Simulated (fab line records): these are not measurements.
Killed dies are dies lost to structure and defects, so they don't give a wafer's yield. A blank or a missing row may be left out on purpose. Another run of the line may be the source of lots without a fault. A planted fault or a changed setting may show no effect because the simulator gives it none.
Matching of chambers ; flow n5-finfet ; 4 sister chambers for N5_MOL_CONTACT_COAG_ALD_133 on ald-sin-02
The step deposits SiO2, target thk 5 nm, pulse time 1 s, co reactant pulse time 1 s. 24 wafers are shown with their chamber, then 12 later ones without.

== WAFERS PAIRED WITH THEIR CHAMBERS ==
wafer;chamber;heater-power-w (W);precursor-pulse-height-rel
L076.1;3;91;1.002
L076.5;0;69;1.006
L076.6;3;93;0.989
L077.2;3;90;0.977
L077.3;2;92;1.020
L077.6;0;68;1.019
L078.2;3;90;0.983
L078.5;1;80;0.987
L078.6;2;90;1.005
L081.1;3;92;0.996
L081.3;1;79;0.962
L081.6;3;89;0.991
L082.1;2;92;0.984
L082.2;0;68;1.009
L082.6;2;92;1.000
L084.1;1;82;1.014
L084.2;3;92;0.978
L084.5;3;93;1.011
L089.1;1;80;1.030
L089.2;3;91;1.005
L089.5;2;93;0.970
L091.3;3;89;1.019
L091.4;1;80;0.974
L091.5;3;90;0.999

SIGNATURES (means of the wafers above)
reading;chamber 0;chamber 1;chamber 2;chamber 3;scatter within a chamber
heater-power-w;68.33;80.20;91.80;90.91;1.25
precursor-pulse-height-rel;1.01133;0.99340;0.99580;0.99545;0.0181
Rule: distance of a wafer from a chamber = root of the sum over the readings of ((wafer's reading minus chamber's mean) / reading's scatter) squared. The wafer belongs to the nearest chamber; if the next one is less than 2 further off, it can't be placed. The scatter is the square root of a quotient: the sum, over the shown wafers, of each reading's squared deviation from its chamber's mean, divided by wafers minus chambers.

== WAFERS MISSING THEIR CHAMBER ==
wafer;heater-power-w (W);precursor-pulse-height-rel
L092.1;91;0.987
L092.3;79;1.000
L092.5;68;0.962
L094.1;80;1.000
L094.2;92;1.007
L094.4;67;1.014
L095.2;67;0.974
L095.5;89;1.014
L095.6;68;0.985
L096.1;69;1.010
L096.2;90;0.984
L096.3;69;0.991

== WHICH CHAMBER EACH WENT THROUGH ==
wafer;from the rows above;in truth
L092.1;can't be placed: 3 or 2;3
L092.3;1;1
L092.5;0;0
L094.1;1;1
L094.2;can't be placed: 2 or 3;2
L094.4;0;0
L095.2;0;0
L095.5;can't be placed: 3 or 2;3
L095.6;0;0
L096.1;0;0
L096.2;can't be placed: 3 or 2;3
L096.3;0;0
Correct placement for 8 of the 12. Can't be placed from these rows: 4 (the true chamber is among the candidates in 4). Number placed wrongly: 0.
